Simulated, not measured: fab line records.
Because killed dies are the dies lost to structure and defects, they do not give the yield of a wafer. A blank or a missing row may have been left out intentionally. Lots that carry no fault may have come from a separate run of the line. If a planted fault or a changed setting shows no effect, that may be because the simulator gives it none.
fab line records ; flow n5Finfet
[record] lots = 10; wafers = 30; lastDay = 21
route steps=1938 shown BEOL_M4@1111 BEOL_M5@1136 PASSIVATION@1936
lots untouched by any fault: they come from a run of this same line in which no faults occurred
startH: hours from the record's opening day to when the first of the lot's shown wafers began ; waitH: hours from the lot's prior step to this one ; " repeats the value in the row above ; L1.1+2: a single row standing in for several wafers ; - no value, or no start was given ; * or withheld: withheld ; < > ~ a bound
route shown NAME@n: names a module that has steps shown in the file, with the first one's number in the route ; usual: average and standard deviation across the fault-free wafers ; same: alike in all rows ; chamber/n: place in a boat ; sites: each site's reading ; _std_site: the values' standard deviation ; _edge_site: outer sites' mean less inner sites' ; radiusMm: for every site, how far away it sits from the centre of the wafer ; mask NAME#n: copy n ; behind: the last tool/chamber to shape the wafer ; hold: why the lot was held/for how many hours/how that ended ; device: the transistor (n, p or np) that didn't switch ; end of line: at the end of the route, the tests of the same wafers ; where a step has no rows: the recipe by itself ; killed: the dies lost at the first sort to structure and to defects; this is not the yield of the wafer ; map: dies across one wafer; x = killed, . = not, _ = none there
set.NAME: setting as actually run; set.NAME@STEP: the setting as run at that earlier step ; model.NAME: the simulator's own value behind a step, which no gauge read
one table for each step of the route and one row for each wafer, over a sample of lots
services: from which hour (startH, from the record's first day; less than 0 if before it) a tool's chamber was out of use, for how many hours, and why
[[steps]]
[step N5_BEOL_M4_RC_MEAS_101]
[usual] DIBL_N = 36.1/2.3; DIBL_P = 36/3.2; IOFF_N = 0.16/0.045; IOFF_P = 0.21/0.049; ION_N = 674/14; ION_P = 462/8.4; SS_N = 71.6/0.83; SS_P = 73.2/0.87; VT_N = 249/3.8; VT_P = -250/3.4
lot.wafer;tool;chamber;startH;waitH;DIBL_N[mV/V];DIBL_P[mV/V];IOFF_N[nA/um];IOFF_P[nA/um];ION_N[uA/um];ION_P[uA/um];SS_N[mV/dec];SS_P[mV/dec];VT_N[mV];VT_P[mV]
L952.3;prober-02;0;286.86;0.3;34.9;34;0.12;0.15;652;444;70.7;71.9;253;-255
L952.4;prober-02;0;286.86;0.3;36.0;36;0.14;0.19;668;456;71.9;73.5;251;-255
L952.6;prober-02;0;286.86;0.3;34.8;33;0.12;0.15;645;439;70.9;72.9;254;-257
L954.1;prober-01;0;303.85;0.0;33.8;34;0.16;0.22;667;462;71.5;73.0;248;-248
L954.4;prober-01;0;303.85;0.0;34.2;34;0.14;0.21;662;460;71.5;72.4;250;-249
L954.5;prober-01;0;303.85;0.0;34.2;34;0.15;0.21;684;474;71.1;73.1;248;-249
L953.2;prober-01;0;313.61;0.2;31.5;30;0.09;0.14;645;446;70.8;72.5;257;-254
L953.3;prober-01;0;313.61;0.2;30.9;30;0.09;0.14;657;456;69.4;71.8;254;-252
L953.6;prober-01;0;313.61;0.2;30.0;29;0.09;0.13;653;455;69.6;71.3;256;-255
L959.1;prober-01;0;344.70;0.0;35.5;36;0.15;0.18;672;457;72.1;72.9;249;-253
L959.2;prober-01;0;344.70;0.0;37.7;38;0.20;0.22;686;463;71.2;74.2;244;-251
L959.4;prober-01;0;344.70;0.0;33.9;34;0.13;0.16;667;457;70.4;72.4;248;-255
L957.1;prober-02;0;344.81;0.0;37.5;37;0.18;0.23;666;457;72.6;73.9;248;-250
L957.2;prober-02;0;344.81;0.0;32.3;30;0.11;0.14;656;448;70.9;71.3;255;-256
L957.6;prober-02;0;344.81;0.0;33.1;31;0.11;0.15;658;453;71.1;72.1;252;-254
L958.2;prober-02;0;347.82;0.2;36.9;34;0.16;0.20;689;470;70.9;72.9;249;-247
L958.5;prober-02;0;347.82;0.2;38.7;37;0.19;0.24;693;472;71.8;74.2;243;-245
L958.6;prober-02;0;347.82;0.2;39.8;37;0.22;0.24;688;465;71.8;73.6;243;-247
L964.2;prober-02;0;358.83;0.2;37.6;38;0.17;0.20;673;458;71.3;73.8;248;-252
L964.3;prober-02;0;358.83;0.2;39.2;41;0.21;0.28;674;466;72.2;75.1;249;-249
L964.4;prober-02;0;358.83;0.2;36.5;37;0.15;0.20;675;462;71.2;73.9;248;-254
L966.1;prober-02;0;364.44;0.0;39.9;39;0.22;0.24;707;474;72.3;74.2;244;-250
L966.2;prober-02;0;364.44;0.0;36.0;34;0.14;0.17;661;450;70.8;73.0;250;-252
L966.5;prober-02;0;364.44;0.0;35.4;33;0.13;0.17;670;460;70.4;72.0;251;-248
L965.1;prober-02;0;388.83;0.0;40.9;44;0.28;0.38;686;469;73.0;75.4;241;-241
L965.2;prober-02;0;388.83;0.0;40.3;43;0.30;0.36;695;472;72.4;74.8;239;-240
L965.6;prober-02;0;388.83;0.0;39.2;41;0.26;0.31;685;464;72.8;75.0;243;-243
L967.4;prober-01;0;394.25;0.5;37.5;39;0.20;0.25;683;463;72.7;73.3;246;-248
L967.5;prober-01;0;394.25;0.5;40.1;42;0.24;0.29;679;461;72.7;74.2;246;-248
L967.6;prober-01;0;394.25;0.5;37.4;38;0.19;0.24;681;466;72.0;73.7;247;-247
[step N5_BEOL_M5_HM_OPEN_17]
[recipe] chemistry = Cl2/BCl3; targetDepthA = 200; overetchA = 60; target = TiN; maskMaterial = SOC; ionEnergyEv = 150; pressureMtorr = 10; icpW = 1000; biasW = 126; Cl2_flow_sccm = 53.25; bcl3FlowSccm = 21.75; Ar_flow_sccm = 25
[usual] drypumpMotorCurrentA = 6.2/0.43; oesProductAu = 0.73/0.05; throttleValvePct = 21.98/0.19
lot.wafer;tool;chamber;startH;waitH;drypumpMotorCurrentA;oesProductAu;rfHoursCounterH;throttleValvePct
L952.3;rieMetal-03;0;289.73;0.1;6.2;0.74;-;22.01
L952.4;rieMetal-03;1;289.73;0.1;5.6;0.60;-;21.65
L952.6;rieMetal-03;0;289.73;0.1;6.2;0.73;-;22.02
L954.1;rieMetal-02;1;307.30;0.0;5.7;0.74;22;21.98
L954.4;rieMetal-02;0;307.30;0.0;6.6;0.76;-;21.84
L954.5;rieMetal-02;1;307.30;0.0;5.7;0.74;-;21.99
L953.2;rieMetal-02;1;317.80;0.0;5.7;0.73;23;21.97
L953.3;rieMetal-02;0;317.80;0.0;6.6;0.74;-;21.85
L953.6;rieMetal-02;0;317.80;0.0;6.6;0.75;-;21.86
L959.1;rieMetal-01;0;355.91;0.0;6.0;0.73;20;22.02
L959.2;rieMetal-01;1;355.91;0.0;6.7;0.77;10;22.38
L959.4;rieMetal-01;1;355.91;0.0;6.7;0.78;-;22.40
L957.1;rieMetal-02;0;357.22;0.0;6.6;0.74;14;21.84
L957.2;rieMetal-02;1;357.22;0.0;5.7;0.72;26;21.98
L957.6;rieMetal-02;0;357.22;0.0;6.6;0.75;-;21.85
L958.2;rieMetal-02;0;358.92;0.0;6.6;0.75;14;21.84
L958.5;rieMetal-02;0;358.92;0.0;6.5;0.74;-;21.86
L958.6;rieMetal-02;1;358.92;0.0;5.8;0.72;-;22.00
L964.2;rieMetal-03;1;365.25;0.0;5.6;0.58;93;21.65
L964.3;rieMetal-03;1;365.25;0.0;5.6;0.57;-;21.67
L964.4;rieMetal-03;0;365.25;0.0;6.2;0.70;-;22.06
L966.1;rieMetal-02;1;370.59;0.0;5.7;0.71;27;22.01
L966.2;rieMetal-02;0;370.59;0.0;6.6;0.72;15;21.88
L966.5;rieMetal-02;0;370.59;0.0;6.6;0.73;-;21.88
L965.1;rieMetal-02;1;393.08;0.0;5.7;0.72;29;21.99
L965.2;rieMetal-02;0;393.08;0.0;6.6;0.72;17;21.87
L965.6;rieMetal-02;1;393.08;0.0;5.7;0.71;-;22.02
L967.4;rieMetal-02;0;396.74;0.1;6.6;0.72;-;21.88
L967.5;rieMetal-02;0;396.74;0.1;6.5;0.72;-;21.88
L967.6;rieMetal-02;1;396.74;0.1;5.7;0.71;-;21.98
[step N5_BEOL_M5_CD_MEAS_28]
[recipe] targetCdNm = 30.6; landingEnergyEv = 500; detector = seInlens; targetCdYNm = 20; polarity = opening
[usual] cdNm = 30.42/0.28
lot.wafer;tool;chamber;startH;waitH;cdNm
L952.3;cdSem-01;0;292.06;-;30.58
L952.4;cdSem-01;0;292.06;-;30.65
L952.6;cdSem-01;0;292.06;-;30.46
L954.1;cdSem-03;0;308.81;-;30.48
L954.4;cdSem-03;0;308.81;-;30.49
L954.5;cdSem-03;0;308.81;-;30.38
L953.2;cdSem-01;0;321.43;-;30.28
L953.3;cdSem-01;0;321.43;-;30.65
L953.6;cdSem-01;0;321.43;-;30.51
L959.1;cdSem-03;0;357.31;-;30.53
L959.2;cdSem-03;0;357.31;-;30.43
L959.4;cdSem-03;0;357.31;-;30.39
L957.1;cdSem-02;0;360.17;-;30.53
L957.2;cdSem-02;0;360.17;-;30.10
L957.6;cdSem-02;0;360.17;-;30.00
L958.2;cdSem-03;0;360.22;-;30.34
L958.5;cdSem-03;0;360.22;-;29.94
L958.6;cdSem-03;0;360.22;-;30.11
L964.2;cdSem-02;0;372.71;-;30.84
L964.3;cdSem-02;0;372.71;-;30.36
L964.4;cdSem-02;0;372.71;-;30.63
L966.1;cdSem-02;0;373.25;-;30.47
L966.2;cdSem-02;0;373.25;-;30.48
L966.5;cdSem-02;0;373.25;-;30.53
L965.1;cdSem-03;0;394.74;-;30.88
L965.2;cdSem-03;0;394.74;-;30.96
L965.6;cdSem-03;0;394.74;-;31.02
L967.4;cdSem-01;0;400.22;-;30.21
L967.5;cdSem-01;0;400.22;-;30.55
L967.6;cdSem-01;0;400.22;-;30.54
[step N5_BEOL_M5_VIA_ETCH_34]
[recipe] chemistry = C4F6/O2; target = SiCOH_lowk; targetDepthA = 883; maskMaterial = SOC; taperDeg = 4; timeS = 39.2; ionEnergyEv = 250; pressureMtorr = 30; sourceW = 345; biasW = 185; Ar_flow_sccm = 300; C4F6_flow_sccm = 10; O2_flow_sccm = 10
[usual] C4F6_flow_sccm = 10.004/0.029; O2_flow_sccm = 10.000/0.029; drypumpMotorCurrentA = 5.6/0.47; oes_o_777_au = 0.78/0.087; oesProductAu = 0.79/0.087; rfVppV = 680/18; showerheadPlenumPTorr = 2.86/0.11; throttleValvePct = 20.88/0.2
lot.wafer;tool;chamber;startH;waitH;C4F6_flow_sccm;O2_flow_sccm;drypumpMotorCurrentA;oes_o_777_au;oesProductAu;rfHoursCounterH;rfVppV;showerheadPlenumPTorr;throttleValvePct
L952.3;rieDiel-02;3;292.58;0.0;10.041;9.976;5.7;0.76;0.80;109;717;2.73;21.07
L952.4;rieDiel-02;1;292.58;0.0;9.969;9.982;6.4;0.77;0.78;111;691;2.97;20.75
L952.6;rieDiel-02;0;292.58;0.0;10.017;10.062;4.8;0.94;0.97;-;689;3.00;20.98
L954.1;rieDiel-05;1;309.12;0.0;10.063;9.991;5.6;0.66;0.68;239;649;2.93;21.17
L954.4;rieDiel-05;3;309.12;0.0;10.032;9.992;5.7;0.76;0.71;199;667;2.71;20.78
L954.5;rieDiel-05;0;309.12;0.0;10.039;10.008;5.0;0.68;0.70;-;690;2.70;20.97
L953.2;rieDiel-06;3;321.94;0.0;9.957;10.010;6.1;0.93;0.91;44;680;2.90;20.91
L953.3;rieDiel-06;1;321.94;0.0;9.989;10.019;5.5;0.79;0.78;125;674;2.94;20.50
L953.6;rieDiel-06;3;321.94;0.0;9.971;10.016;6.1;0.93;0.91;-;680;2.90;20.89
L959.1;rieDiel-05;0;357.80;0.0;-;-;-;-;-;-;-;-;-
L959.2;rieDiel-05;3;357.80;0.0;-;-;-;-;-;-;-;-;-
L959.4;rieDiel-05;0;357.80;0.0;-;-;-;-;-;-;-;-;-
L957.1;rieDiel-06;0;360.47;0.0;-;-;-;-;-;-;-;-;-
L957.2;rieDiel-06;3;360.47;0.0;-;-;-;-;-;-;-;-;-
L957.6;rieDiel-06;2;360.47;0.0;-;-;-;-;-;-;-;-;-
L958.2;rieDiel-02;2;360.52;0.0;-;-;-;-;-;-;-;-;-
L958.5;rieDiel-02;3;360.52;0.0;-;-;-;-;-;-;-;-;-
L958.6;rieDiel-02;0;360.52;0.0;-;-;-;-;-;-;-;-;-
L964.2;rieDiel-05;0;373.08;0.0;9.948;9.970;5.0;0.67;0.68;226;690;2.69;21.01
L964.3;rieDiel-05;3;373.08;0.0;9.998;9.987;5.7;0.74;0.70;219;667;2.70;20.80
L964.4;rieDiel-05;0;373.08;0.0;9.975;9.936;5.0;0.67;0.68;-;690;2.69;21.00
L966.1;rieDiel-02;3;373.55;0.0;10.016;10.030;5.7;0.75;0.77;135;716;2.72;21.09
L966.2;rieDiel-02;0;373.55;0.0;10.010;9.971;4.8;0.88;0.90;36;688;2.99;21.02
L966.5;rieDiel-02;1;373.55;0.0;10.011;10.006;6.4;0.75;0.75;-;693;2.96;20.78
L965.1;rieDiel-06;2;395.04;0.0;9.959;10.022;5.5;0.87;0.92;22;656;2.81;20.54
L965.2;rieDiel-06;3;395.04;0.0;10.055;10.008;6.1;0.90;0.86;67;679;2.89;20.94
L965.6;rieDiel-06;2;395.04;0.0;10.013;10.037;5.5;0.87;0.91;-;657;2.81;20.56
L967.4;rieDiel-05;3;400.61;0.0;10.018;10.010;5.8;0.74;0.70;229;669;2.70;20.84
L967.5;rieDiel-05;1;400.61;0.0;9.987;9.988;5.6;0.90;0.95;-;693;2.93;20.82
L967.6;rieDiel-05;2;400.61;0.0;10.010;9.976;6.1;0.74;0.71;-;656;2.96;20.95
[step N5_BEOL_M5_CURE_80]
[recipe] tempC = 370; timeS = 120; ambient = DMADMS/He; material = SiCOH_lowk
[usual] lampPowerPct = 52.31/0.059; wafer_temp_C_max = 371.6/0.4
lot.wafer;tool;chamber;startH;waitH;lampPowerPct;wafer_temp_C_max
L952.3;uvCure-02;1;293.75;0.8;52.29;372.0
L952.4;uvCure-02;1;293.75;0.8;52.46;371.7
L952.6;uvCure-02;1;293.75;0.8;52.36;372.0
L954.1;uvCure-01;2;309.55;0.0;52.24;371.6
L954.4;uvCure-01;2;309.55;0.0;52.27;371.8
L954.5;uvCure-01;2;309.55;0.0;52.36;372.0
L953.2;uvCure-02;1;322.42;0.1;52.22;372.2
L953.3;uvCure-02;1;322.42;0.1;52.35;371.8
L953.6;uvCure-02;1;322.42;0.1;52.38;371.2
L959.1;uvCure-02;1;362.98;4.8;52.31;371.4
L959.2;uvCure-02;1;362.98;4.8;52.25;371.7
L959.4;uvCure-02;1;362.98;4.8;52.40;371.4
L957.1;uvCure-02;1;364.24;3.4;52.28;371.4
L957.2;uvCure-02;1;364.24;3.4;52.19;371.7
L957.6;uvCure-02;1;364.24;3.4;52.29;371.3
L958.2;uvCure-02;0;364.59;3.7;52.40;372.1
L958.5;uvCure-02;0;364.59;3.7;52.29;371.6
L958.6;uvCure-02;0;364.59;3.7;52.30;371.8
L964.2;uvCure-02;2;374.11;0.6;52.38;371.9
L964.3;uvCure-02;2;374.11;0.6;52.36;371.7
L964.4;uvCure-02;2;374.11;0.6;52.26;372.0
L966.1;uvCure-02;2;375.14;1.2;52.40;371.4
L966.2;uvCure-02;2;375.14;1.2;52.38;372.5
L966.5;uvCure-02;2;375.14;1.2;52.32;371.4
L965.1;uvCure-02;0;395.48;0.0;52.32;372.4
L965.2;uvCure-02;0;395.48;0.0;52.21;372.1
L965.6;uvCure-02;0;395.48;0.0;52.27;371.4
L967.4;uvCure-02;1;401.57;0.6;52.29;371.5
L967.5;uvCure-02;1;401.57;0.6;52.27;371.3
L967.6;uvCure-02;1;401.57;0.6;52.32;371.2
[step N5_PASSIVATION_PROBE_49]
[usual] defectLimitedYield = 90.9/1.6; killed_at_M0_to_M3 = 37/11; killed_at_M4_up = 15/5.6; killedAtContacts = 13/6.4; killedAtFrontEnd = 39/11; killedAtOther = 4/3.1; killedDies = 107/19; killedOnRim = 14/4.3; killedOpen = 71/14; killedShort = 34/7.8; sort_bin_4_leakage = 0.01/0.053; sort_bin_5_function = 5.3/1; sort_bin_6_memory = 3.4/0.72; sort_bin_8_speed = 0.0/0.42; sortNPass = 1072/20; sortYieldPct = 90.9/1.7
[same] grossDies = 1180; killedAtBackSide = 0
lot.wafer;tool;chamber;startH;waitH;defectLimitedYield[%];killed_at_M0_to_M3;killed_at_M4_up;killedAtContacts;killedAtFrontEnd;killedAtOther;killedDies;killedOnRim;killedOpen;killedShort;sort_bin_4_leakage[%];sort_bin_5_function[%];sort_bin_6_memory[%];sort_bin_8_speed[%];sortNPass;sortYieldPct[%]
L954.1;prober-01;-;435.53;0.0;88.5;56;12;16;46;6;136;13;83;49;0;6.5;4.3;0;1044;88.5
L954.4;prober-01;-;435.68;0.2;91.1;33;14;10;41;7;105;22;62;39;0;5.4;3.2;0;1075;91.1
L954.5;prober-01;-;435.73;0.2;90.8;32;19;12;45;1;109;12;78;31;0;5.8;3.1;0;1071;90.8
L959.1;prober-02;-;467.60;0.0;0;31;1110;8;29;2;1180;152;49;28;0;96.5;3.1;0;0;0
L959.2;prober-02;-;467.65;0.1;0;21;1129;11;17;2;1180;152;40;23;0;98.0;1.7;0;0;0
L959.4;prober-02;-;467.75;0.2;0;17;1117;3;42;1;1180;152;49;26;0;98.0;1.7;0;0;0
L957.1;prober-01;-;467.93;0.0;0;35;1099;11;31;4;1180;152;50;37;0;96.7;3.3;0;0;0
L957.2;prober-01;-;467.98;0.1;0;53;1075;19;28;5;1180;152;76;42;0;95.8;3.6;0;0;0
L957.6;prober-01;-;468.18;0.3;0;29;1110;14;25;2;1180;152;56;26;0;96.9;3.0;0;0;0
L958.2;prober-02;-;469.07;0.1;0;28;1099;5;48;0;1180;152;72;18;0;96.4;3.1;0;0;0
L958.5;prober-02;-;469.22;0.2;0;39;1083;4;51;3;1180;152;87;33;0;95.3;4.2;0;0;0
L958.6;prober-02;-;469.27;0.3;0;34;1098;4;37;7;1180;152;65;30;0;96.7;3.1;0;0;0
L967.4;prober-02;-;506.92;0.6;88.6;68;3;14;49;1;135;16;93;40;0;6.4;4.4;0;1045;88.6
L967.5;prober-02;-;506.97;0.7;90.5;34;14;10;50;4;112;23;65;44;0;5.6;3.2;0;1068;90.5
L967.6;prober-02;-;507.02;0.7;93.2;37;7;4;29;3;80;15;54;25;0;4.4;2.4;0;1100;93.2
// killed by level:class
L954.1 MOL_CONTACT_COAG:geometricParticle:open=14 BEOL_M2:geometricParticle:open=14 FIN_SAQP:geometricParticle:short=13 BEOL_M3:geometricParticle:open=11 FIN_SAQP:geometricParticle:open=10 BEOL_M0_SAQP:geometricParticle:short=8 BEOL_M0_SAQP:geometricParticle:open=8 STI_FIN_REVEAL:geometricParticle:open=7
L954.4 FIN_SAQP:geometricParticle:short=15 MOL_CONTACT_COAG:geometricParticle:open=8 BEOL_M0_SAQP:geometricParticle:open=8 BEOL_M2:geometricParticle:open=8 FIN_SAQP:geometricParticle:open=6 BEOL_M0:geometricParticle:short=5 BEOL_M4:geometricParticle:open=5 BEOL_M5:geometricParticle:open=5
L954.5 STI_FIN_REVEAL:geometricParticle:open=19 BEOL_M2:geometricParticle:open=18 FIN_SAQP:geometricParticle:short=10 MOL_CONTACT_COAG:geometricParticle:open=10 BEOL_M4:geometricParticle:open=9 BEOL_M0_SAQP:geometricParticle:short=5 FIN_SAQP:geometricParticle:open=4 STI_FIN_REVEAL:geometricParticle:short=4
L959.1 BEOL_M5:areaEtch=1103 BEOL_M3:geometricParticle:open=10 BEOL_M1:geometricParticle:open=8 MOL_CONTACT_COAG:geometricParticle:open=6 FIN_SAQP:geometricParticle:open=5 GATE_CUT:geometricParticle:short=4 BEOL_M0_SAQP:geometricParticle:open=4 STARTING-WAFER:geometricParticle:short=4
L959.2 BEOL_M5:areaEtch=1117 FIN_SAQP:geometricParticle:short=9 MOL_CONTACT_COAG:geometricParticle:open=9 BEOL_M2:geometricParticle:open=7 BEOL_M3:geometricParticle:open=4 BEOL_M4:geometricParticle:open=4 BEOL_M0:geometricParticle:open=3 BEOL_M1:geometricParticle:short=3
L959.4 BEOL_M5:areaEtch=1105 STI_FIN_REVEAL:geometricParticle:open=11 FIN_SAQP:geometricParticle:open=6 ILD0:geometricParticle:short=5 ILD0:geometricParticle:open=4 BEOL_M0:geometricParticle:open=4 BEOL_M2:geometricParticle:open=3 BEOL_M4:geometricParticle:open=3
L957.1 BEOL_M5:areaEtch=1093 MOL_CONTACT_COAG:geometricParticle:open=9 BEOL_M0_SAQP:geometricParticle:open=9 BEOL_M0_SAQP:geometricParticle:short=9 BEOL_M1:geometricParticle:open=8 FIN_SAQP:geometricParticle:short=7 FIN_SAQP:geometricParticle:open=5 GATE_CUT:geometricParticle:short=5
L957.2 BEOL_M5:areaEtch=1060 BEOL_M1:geometricParticle:open=17 MOL_CONTACT_COAG:geometricParticle:open=15 BEOL_M0_SAQP:geometricParticle:short=9 BEOL_M0_SAQP:geometricParticle:open=8 BEOL_M4:geometricParticle:open=7 BEOL_M3:geometricParticle:open=6 BEOL_M1:geometricParticle:short=5
L957.6 BEOL_M5:areaEtch=1098 MOL_CONTACT_COAG:geometricParticle:open=9 BEOL_M0_SAQP:geometricParticle:open=7 STI_FIN_REVEAL:geometricParticle:open=6 BEOL_M1:geometricParticle:open=6 BEOL_M0_SAQP:geometricParticle:short=6 MOL_CONTACT_COAG:geometricParticle:short=5 BEOL_M3:geometricParticle:open=5
L958.2 BEOL_M5:areaEtch=1090 STI_FIN_REVEAL:geometricParticle:open=15 BEOL_M3:geometricParticle:open=13 DUMMY_GATE:geometricParticle:open=8 FIN_SAQP:geometricParticle:open=6 MOL_CONTACT_COAG:geometricParticle:open=5 BEOL_M1:geometricParticle:open=5 BEOL_M4:geometricParticle:open=5
L958.5 BEOL_M5:areaEtch=1060 BEOL_M4:geometricParticle:open=17 FIN_SAQP:geometricParticle:open=14 BEOL_M3:geometricParticle:open=12 BEOL_M1:geometricParticle:open=10 STI_FIN_REVEAL:geometricParticle:open=8 FIN_SAQP:geometricParticle:short=7 GATE_CUT:geometricParticle:short=5
L958.6 BEOL_M5:areaEtch=1085 STI_FIN_REVEAL:geometricParticle:open=9 BEOL_M1:geometricParticle:open=9 DUMMY_GATE:geometricParticle:open=8 BEOL_M4:geometricParticle:open=7 FIN_SAQP:geometricParticle:short=6 BEOL_M3:geometricParticle:open=6 BEOL_M0_SAQP:geometricParticle:open=5
L967.4 BEOL_M0_SAQP:geometricParticle:open=23 BEOL_M0_SAQP:geometricParticle:short=14 STI_FIN_REVEAL:geometricParticle:open=12 BEOL_M3:geometricParticle:open=12 FIN_SAQP:geometricParticle:open=11 MOL_CONTACT_COAG:geometricParticle:open=10 FIN_SAQP:geometricParticle:short=9 BEOL_M2:geometricParticle:open=9
L967.5 FIN_SAQP:geometricParticle:short=17 FIN_SAQP:geometricParticle:open=11 BEOL_M0_SAQP:geometricParticle:open=10 MOL_CONTACT_COAG:geometricParticle:open=8 BEOL_M2:geometricParticle:open=6 BEOL_M3:geometricParticle:open=6 SPACER0:geometricParticle:short=5 BEOL_M0_SAQP:geometricParticle:short=5
L967.6 BEOL_M1:geometricParticle:open=8 BEOL_M0_SAQP:geometricParticle:short=7 FIN_SAQP:geometricParticle:open=5 BEOL_M0_SAQP:geometricParticle:open=5 BEOL_M3:geometricParticle:open=5 STI_FIN_REVEAL:geometricParticle:open=4 MOL_CONTACT_COAG:geometricParticle:open=4 BEOL_M0:geometricParticle:open=4
[[services]]
tool;chamber;startH;hours;kind
rieDiel-06;3;272.62;3.0;repair
rieDiel-05;0;278.72;5.3;repair
rieMetal-02;-;279.95;11.8;repair
rieDiel-06;0;285.76;6.9;repair
uvCure-01;-;289.06;5.0;pm
rieDiel-06;2;292.73;-;clean
rieDiel-06;2;292.73;-;consumableReplace:focusRing
rieDiel-06;2;292.73;33.7;scheduledDown
rieDiel-06;2;292.73;33.7;ventCycle
rieDiel-02;2;317.30;-;clean
rieDiel-02;2;317.30;-;consumableReplace:focusRing
rieDiel-02;2;317.30;12.3;scheduledDown
rieDiel-02;2;317.30;12.3;ventCycle
rieMetal-02;0;324.89;7.6;repair
uvCure-01;-;331.90;0.9;repair
rieDiel-05;0;344.40;2.8;repair
rieDiel-05;1;347.18;-;clean
rieDiel-05;1;347.18;-;consumableReplace:esc
rieDiel-05;1;347.18;-;consumableReplace:focusRing
rieDiel-05;1;347.18;37.7;scheduledDown
rieDiel-05;1;347.18;37.7;ventCycle
rieDiel-02;1;367.74;5.0;repair
rieDiel-06;0;401.30;8.8;repair
[[key]]
[firstSign] step = N5_BEOL_M5_VIA_ETCH_34; reading = toolRecord; direction = missing
[effect] step = N5_PASSIVATION_PROBE_49; reading = killed_at_M4_up; direction = up; sigmas = 99+; usual = 15; struck = 1102
[moreKillsBornAt] N5_BEOL_M5_VIA_ETCH_34@rieDiel-05 = 3325; N5_BEOL_M5_VIA_ETCH_34@rieDiel-06 = 3251; N5_BEOL_M5_VIA_ETCH_34@rieDiel-02 = 3235
metAt N5_BEOL_M5_VIA_ETCH_34
struckLots L957,L958,L959
laterRowsLeftOut L957.1,L957.2,L957.6,L958.2,L958.5,L958.6,L959.1,L959.2,L959.4
notActingAt N5_BEOL_M5_HM_OPEN_17,N5_BEOL_M5_CD_MEAS_28,N5_BEOL_M5_CURE_80
onsetBetween 321.94 357.80
[fault] kind = skippedStepWhole; tool = rieDiel-02,rieDiel-05,rieDiel-06; chamber = -; onsetH = 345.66; steps = N5_BEOL_M5_VIA_ETCH_34; scope = struckLotsOnly
// laterRowsLeftOut: the simulator's readings of these wafers behind a module that went badly wrong aren't trusted and aren't shown, but for the sort
